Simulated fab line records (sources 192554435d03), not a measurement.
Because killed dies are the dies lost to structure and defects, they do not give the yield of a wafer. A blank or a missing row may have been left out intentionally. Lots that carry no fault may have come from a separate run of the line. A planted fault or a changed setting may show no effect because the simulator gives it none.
fab line records ; flow n5Finfet
record: lots: 5; wafers: 15; lastDay: 17
route steps=1938 shown BEOL_M7@1290
lots that met no fault: from a run of the same line without faults
startH: start of the lot's first displayed wafer, in hours after the record's first day ; waitH: time in hours since the lot's previous step ; " as in the row above ; L1.1+2: several wafers, shown together as one row ; - value missing, or start not given ; * or withheld: withheld ; < > ~ a bound
route shown NAME@n: names a module that has steps shown in the file, with the first one's number in the route ; usual: mean and standard deviation over wafers with no fault ; same: alike in all rows ; chamber/n: place in a boat ; sites: readings site by site ; _std_site: standard deviation of those values ; _edge_site: the outer-site mean with the inner-site mean subtracted ; radiusMm: for every site, how far away it sits from the centre of the wafer ; mask NAME#n: copy n ; behind: tool/chamber where the wafer was last shaped ; hold: cause of the lot's hold/its duration in hours/its outcome ; device: whichever transistor did not switch (one of n, p or np) ; end of line: the tests these same wafers got at the end of their route ; a step with no rows: only its recipe ; killed: not the wafer's yield, but the dies lost to structure and defects at the first sort ; map: the dies of a wafer, with x for killed, . for not killed, _ for no die there
set.NAME: setting as actually run; set.NAME@STEP: the setting as run at that earlier step ; model.NAME: the simulator's own value behind a step, which no gauge read
certain route steps with their lots: each step a table, each wafer a row
services: the hour from which a tool's chamber was out of use, counted from the record's first day as startH (under 0 if before that day), plus the number of hours and why
== steps ==
step: N5_BEOL_M7_COAT_22
recipe: resist: CAR-EUV; spinRpm: 1500; resistThkNm: 30
step: N5_BEOL_M7_EBR_24
recipe: solvent: PGMEA; ebrWidthMm: 1.5
step: N5_BEOL_M7_SOFTBAKE_23
recipe: tempC: 110; timeS: 60; resist: CAR-EUV
step: N5_BEOL_M7_EXPOSE_25
recipe: maskId: V6; na: 0.33; sourceShape: annular; sigmaInner: 0.4; sigmaOuter: 0.8; polarization: unpolarized; targetCdNm: 40; doseMj: 42.5
step: N5_BEOL_M7_PEB_26
recipe: pebTempC: 100; pebTimeS: 60; resist: CAR-EUV
step: N5_BEOL_M7_DEVELOP_27
recipe: developTimeS: 30; developer: TMAH; resist: CAR-EUV; rinseLiquid: surfactantRinse; dry: airSpin; devTempC: 23
step: N5_BEOL_M7_CD_MEAS_28
recipe: targetCdNm: 40; landingEnergyEv: 500; detector: seInlens
usual: cdNm: 40.00/0.22
lot.wafer;tool;chamber;startH;waitH;cdNm
L470.3;cdSem-03;0;200.72;-;39.69
L470.4;cdSem-03;0;200.72;-;40.05
L470.6;cdSem-03;0;200.72;-;40.19
L474.1;cdSem-01;0;227.21;-;40.02
L474.3;cdSem-01;0;227.21;-;40.22
L474.6;cdSem-01;0;227.21;-;39.75
L484.4;cdSem-01;0;296.38;-;39.64
L484.5;cdSem-01;0;296.38;-;40.08
L484.6;cdSem-01;0;296.38;-;40.03
L487.2;cdSem-01;0;324.04;-;40.12
L487.4;cdSem-01;0;324.04;-;40.14
L487.6;cdSem-01;0;324.04;-;40.15
L491.1;cdSem-01;0;328.67;-;40.16
L491.4;cdSem-01;0;328.67;-;39.52
L491.5;cdSem-01;0;328.67;-;39.66
step: N5_BEOL_M7_OVL_MEAS_29
recipe: pointsPerWafer: 522
usual: V6_OVL: 0.0/0.62
same: pointsPerWafer: 522
lot.wafer;tool;chamber;startH;waitH;V6_OVL[nm]
L470.3;overlay-02;0;200.76;0.0;-0.7
L470.4;overlay-02;0;200.76;0.0;1.0
L470.6;overlay-02;0;200.76;0.0;0.5
L474.1;overlay-01;0;227.24;0.0;-1.3
L474.3;overlay-01;0;227.24;0.0;-1.0
L474.6;overlay-01;0;227.24;0.0;-1.1
L484.4;overlay-02;0;296.42;0.0;0.3
L484.5;overlay-02;0;296.42;0.0;-0.2
L484.6;overlay-02;0;296.42;0.0;0.4
L487.2;overlay-02;0;324.08;0.0;0.3
L487.4;overlay-02;0;324.08;0.0;1.3
L487.6;overlay-02;0;324.08;0.0;0.8
L491.1;overlay-02;0;328.70;0.0;1.1
L491.4;overlay-02;0;328.70;0.0;-0.6
L491.5;overlay-02;0;328.70;0.0;0.6
step: N5_BEOL_M7_INSPECT_30
recipe: mode: adi; inspectInstrument: brightfield
usual: rawDefectCount: 411/93
lot.wafer;tool;chamber;startH;waitH;rawDefectCount
L470.3;defectInspect-01;-;200.80;0.0;230
L470.4;defectInspect-01;-;200.80;0.0;219
L470.6;defectInspect-01;-;200.80;0.0;299
L474.1;defectInspect-02;-;227.30;0.1;383
L474.3;defectInspect-02;-;227.30;0.1;402
L474.6;defectInspect-02;-;227.30;0.1;499
L484.4;defectInspect-02;-;296.47;0.0;365
L484.5;defectInspect-02;-;296.47;0.0;347
L484.6;defectInspect-02;-;296.47;0.0;342
L487.2;defectInspect-01;-;324.13;0.0;371
L487.4;defectInspect-01;-;324.13;0.0;467
L487.6;defectInspect-01;-;324.13;0.0;408
L491.1;defectInspect-01;-;328.76;0.1;546
L491.4;defectInspect-01;-;328.76;0.1;561
L491.5;defectInspect-01;-;328.76;0.1;496
step: N5_BEOL_M7_DESCUM_33
recipe: chemistry: O2; timeS: 7; sourcePowerW: 50; biasPowerW: 20; pressureMtorr: 20; rfFrequencyHz: 2.712e+07; tempC: 40; resist: CAR-EUV; o2FlowSccm: 225
usual: drypumpMotorCurrentA: 5.7/0.42; oesProductAu: 0.75/0.075; rfFwdPowerW: 49.38/0.25; rfVppV: 243.0/1.5; showerheadPlenumPTorr: 2.09/0.072; throttleValvePct: 20.53/0.22
lot.wafer;tool;chamber;startH;waitH;drypumpMotorCurrentA;oesProductAu;rfFwdPowerW;rfHoursCounterH;rfVppV;showerheadPlenumPTorr;throttleValvePct
L470.3;rieDiel-05;2;200.84;0.0;5.6;0.72;49.58;219;244.8;2.15;20.36
L470.4;rieDiel-05;0;200.84;0.0;5.9;0.83;49.52;81;244.4;2.19;20.42
L470.6;rieDiel-05;1;200.84;0.0;5.7;0.71;49.57;-;242.3;2.00;20.88
L474.1;rieDiel-01;2;227.33;0.0;6.0;0.71;49.80;200;244.9;2.14;20.48
L474.3;rieDiel-01;1;227.33;0.0;6.5;0.88;49.58;56;243.8;2.12;20.29
L474.6;rieDiel-01;2;227.33;0.0;6.0;0.71;49.36;-;244.6;2.14;20.46
L484.4;rieDiel-05;2;296.61;0.1;5.6;0.69;49.43;-;243.9;2.14;20.41
L484.5;rieDiel-05;0;296.61;0.1;5.8;0.79;49.22;-;245.6;2.18;20.46
L484.6;rieDiel-05;1;296.61;0.1;5.7;0.70;49.45;-;240.8;1.99;20.93
L487.2;rieDiel-01;0;324.16;0.0;6.0;0.74;49.75;192;240.9;2.01;20.85
L487.4;rieDiel-01;2;324.16;0.0;6.0;0.69;49.14;227;243.3;2.13;20.52
L487.6;rieDiel-01;3;324.16;0.0;5.0;0.70;48.89;-;241.4;2.00;20.65
L491.1;rieDiel-01;3;329.31;0.6;5.0;0.69;48.86;238;241.5;2.00;20.64
L491.4;rieDiel-01;2;329.31;0.6;6.0;0.68;49.05;229;243.2;2.13;20.53
L491.5;rieDiel-01;0;329.31;0.6;6.0;0.73;49.71;-;241.2;2.01;20.83
step: N5_BEOL_M7_ETCH_72
recipe: chemistry: N2/H2; target: underlayer; targetDepthA: 65; maskMaterial: CAR-EUV; timeS: 5.2; ionEnergyEv: 200; pressureMtorr: 30; sourceW: 840; biasW: 150; n2FlowSccm: 200; h2FlowSccm: 200; ends: cleared
usual: biasW: 150.0/0.48; drypumpMotorCurrentA: 5.7/0.42; etchRfOnTimeS: 5.26/0.12; oesProductAu: 0.63/0.06; rfFwdPowerW: 819.0/2.6; rfVppV: 524/3.1; showerheadPlenumPTorr: 2.53/0.097; throttleValvePct: 17.95/0.2
lot.wafer;tool;chamber;startH;waitH;biasW;drypumpMotorCurrentA;etchRfOnTimeS;oesProductAu;rfFwdPowerW;rfHoursCounterH;rfVppV;showerheadPlenumPTorr;throttleValvePct
L470.3;rieDiel-05;2;200.87;0.0;149.3;5.6;5.44;0.61;819.9;219;524;2.62;17.83
L470.4;rieDiel-05;0;200.87;0.0;149.3;5.9;5.17;0.71;822.9;81;530;2.67;17.79
L470.6;rieDiel-05;1;200.87;0.0;150.1;5.7;5.44;0.60;817.5;-;520;2.42;18.32
L474.1;rieDiel-01;2;227.37;0.0;150.7;6.0;5.38;0.60;821.4;200;524;2.62;17.98
L474.3;rieDiel-01;1;227.37;0.0;149.7;6.5;5.37;0.73;817.5;56;524;2.59;17.85
L474.6;rieDiel-01;2;227.37;0.0;150.1;6.0;5.37;0.60;822.4;-;527;2.62;17.99
L484.4;rieDiel-05;2;296.63;0.0;149.6;5.6;5.44;0.59;818.7;-;529;2.61;17.88
L484.5;rieDiel-05;0;296.63;0.0;150.1;5.8;5.22;0.68;817.4;-;525;2.66;17.79
L484.6;rieDiel-05;1;296.63;0.0;150.1;5.7;5.38;0.59;817.8;-;519;2.41;18.36
L487.2;rieDiel-01;0;324.20;0.0;150.3;6.0;5.37;0.62;819.4;192;520;2.42;18.06
L487.4;rieDiel-01;2;324.20;0.0;149.5;6.0;5.29;0.59;817.5;227;527;2.61;18.03
L487.6;rieDiel-01;3;324.20;0.0;150.5;5.0;5.15;0.58;819.3;-;522;2.41;18.10
L491.1;rieDiel-01;3;329.35;0.0;149.6;5.0;5.16;0.59;817.7;238;519;2.41;18.12
L491.4;rieDiel-01;2;329.35;0.0;149.6;5.9;5.30;0.58;822.3;229;525;2.61;18.04
L491.5;rieDiel-01;0;329.35;0.0;150.3;6.0;5.33;0.62;820.5;-;519;2.42;18.06
step: N5_BEOL_M7_ETCH_65
recipe: chemistry: CF4; target: SiARC; targetDepthA: 156; maskMaterial: CAR-EUV; timeS: 26; ionEnergyEv: 80; pressureMtorr: 40; sourceW: 545; biasW: 36; Ar_flow_sccm: 100; cf4FlowSccm: 100; ends: cleared
usual: biasW: 36.01/0.11; drypumpMotorCurrentA: 5.7/0.42; etchRfOnTimeS: 26.2/0.5; oesProductAu: 0.63/0.06; rfFwdPowerW: 532.3/2; rfVppV: 184.0/1.2; showerheadPlenumPTorr: 2.14/0.077; throttleValvePct: 15.72/0.19
lot.wafer;tool;chamber;startH;waitH;biasW;drypumpMotorCurrentA;etchRfOnTimeS;oesProductAu;rfFwdPowerW;rfHoursCounterH;rfVppV;showerheadPlenumPTorr;throttleValvePct
L470.3;rieDiel-05;2;200.89;0.0;36.07;5.6;26.3;0.61;532.9;219;185.2;2.20;15.68
L470.4;rieDiel-05;0;200.89;0.0;35.99;5.9;25.7;0.71;531.8;81;187.0;2.25;15.62
L470.6;rieDiel-05;1;200.89;0.0;35.83;5.7;26.7;0.61;533.6;-;182.5;2.05;16.01
L474.1;rieDiel-01;2;227.38;0.0;36.14;6.0;26.6;0.60;530.1;200;185.0;2.21;15.88
L474.3;rieDiel-01;1;227.38;0.0;35.98;6.5;26.3;0.73;533.9;56;185.2;2.17;15.46
L474.6;rieDiel-01;2;227.38;0.0;35.93;6.0;26.6;0.60;531.4;-;186.0;2.21;15.86
L484.4;rieDiel-05;2;296.65;0.0;36.10;5.6;26.7;0.59;533.6;-;185.6;2.19;15.73
L484.5;rieDiel-05;0;296.65;0.0;36.11;5.9;25.8;0.69;529.5;-;186.7;2.24;15.66
L484.6;rieDiel-05;1;296.65;0.0;36.06;5.7;27.0;0.59;533.9;-;183.5;2.04;16.05
L487.2;rieDiel-01;0;324.21;0.0;35.84;6.1;26.3;0.63;532.1;192;182.7;2.05;15.88
L487.4;rieDiel-01;2;324.21;0.0;35.95;5.9;26.5;0.59;531.4;227;184.0;2.20;15.93
L487.6;rieDiel-01;3;324.21;0.0;35.95;4.9;25.9;0.59;530.3;-;183.3;2.04;15.74
L491.1;rieDiel-01;3;329.36;0.0;36.00;5.0;25.6;0.59;530.6;238;182.2;2.04;15.73
L491.4;rieDiel-01;2;329.36;0.0;35.97;5.9;26.3;0.60;530.6;229;185.3;2.20;15.92
L491.5;rieDiel-01;0;329.36;0.0;35.96;6.0;26.1;0.63;533.8;-;183.4;2.04;15.88
step: N5_BEOL_M7_ETCH_66
recipe: chemistry: N2/H2; target: SOC; targetDepthA: 800; overetchA: 160; maskMaterial: SiARC; tempC: 40; timeS: 120; ionEnergyEv: 200; pressureMtorr: 30; sourceW: 840; biasW: 150; n2FlowSccm: 200; h2FlowSccm: 200
usual: biasW: 150.0/0.46; drypumpMotorCurrentA: 5.7/0.42; oesProductAu: 0.57/0.053; rfFwdPowerW: 835.2/2.7; rfVppV: 523.7/2.9; showerheadPlenumPTorr: 2.53/0.097; throttleValvePct: 17.91/0.2
lot.wafer;tool;chamber;startH;waitH;biasW;drypumpMotorCurrentA;oesProductAu;rfFwdPowerW;rfHoursCounterH;rfVppV;showerheadPlenumPTorr;throttleValvePct;model.SiARC_of_BEOL_M7_COAT_64.thkNm
L470.3;rieDiel-05;2;200.92;0.0;149.9;5.6;0.56;838.3;219;525.6;2.62;17.81;6.6
L470.4;rieDiel-05;0;200.92;0.0;150.1;5.9;0.64;833.3;81;527.4;2.67;17.72;6
L470.6;rieDiel-05;1;200.92;0.0;150.0;5.7;0.55;842.0;-;519.7;2.42;18.27;6.4
L474.1;rieDiel-01;2;227.41;0.0;150.4;6.0;0.55;835.0;200;525.6;2.62;17.93;6.2
L474.3;rieDiel-01;1;227.41;0.0;148.8;6.5;0.67;833.9;56;523.6;2.59;17.82;6.6
L474.6;rieDiel-01;2;227.41;0.0;149.6;6.0;0.55;835.3;-;526.8;2.62;17.94;6.4
L484.4;rieDiel-05;2;296.71;0.0;190.7;5.6;0.54;837.4;-;612.3;2.61;17.85;5.2
L484.5;rieDiel-05;0;296.71;0.0;149.7;5.9;0.62;836.4;-;527.2;2.66;17.77;6.2
L484.6;rieDiel-05;1;296.71;0.0;150.1;5.7;0.54;834.6;-;519.3;2.41;18.31;6.6
L487.2;rieDiel-01;0;324.24;0.0;150.0;6.0;0.57;833.2;192;521.0;2.42;18.00;6.6
L487.4;rieDiel-01;2;324.24;0.0;149.7;6.0;0.54;841.6;227;525.3;2.61;17.99;6.4
L487.6;rieDiel-01;3;324.24;0.0;150.3;5.0;0.53;834.3;-;519.1;2.41;18.06;6.4
L491.1;rieDiel-01;3;329.39;0.0;149.7;5.0;0.52;831.2;238;520.7;2.41;18.05;6.2
L491.4;rieDiel-01;2;329.39;0.0;150.1;6.0;0.53;836.2;229;526.8;2.61;18.01;6.4
L491.5;rieDiel-01;0;329.39;0.0;149.9;6.0;0.57;834.8;-;521.4;2.42;18.01;6.4
step: N5_BEOL_M7_STRIP_69
recipe: chemistry: N2/H2; tempC: 40; n2FlowSccm: 200; h2FlowSccm: 200; rfFrequencyHz: 6e+07
== services ==
tool;chamber;startH;hours;kind
rieDiel-05;1;177.64;1.4;repair
rieDiel-01;0;181.02;4.1;repair
rieDiel-05;3;291.67;-;clean
rieDiel-05;3;291.67;-;consumableReplace:focusRing
rieDiel-05;3;291.67;12.5;scheduledDown
rieDiel-05;3;291.67;12.5;ventCycle
rieDiel-05;2;312.84;-;clean
rieDiel-05;2;312.84;-;consumableReplace:focusRing
rieDiel-05;2;312.84;16.0;scheduledDown
rieDiel-05;2;312.84;16.0;ventCycle
== key ==
firstSign: step: N5_BEOL_M7_ETCH_66; reading: biasW; direction: up; sigmas: 88; usual: *; struck: *
effect: step: N5_BEOL_M7_ETCH_66; reading: rfVppV; direction: up; sigmas: 31; usual: 523.7; struck: 612.3
modelEffect: step: N5_BEOL_M7_ETCH_66; value: SiARC_of_BEOL_M7_COAT_64.thkNm; without: 6.8; struck: 5.2
metAt N5_BEOL_M7_ETCH_66
struckWafers L484.4
onsetBetween 200.92 296.71
fault: kind: processParameterDrift; tool: rieDiel-05; chamber: 2; onsetH: 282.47; steps: N5_BEOL_M7_ETCH_66; channel: biasW; offset: *; shape: step; endH: 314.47; actsIn: *; stated: *
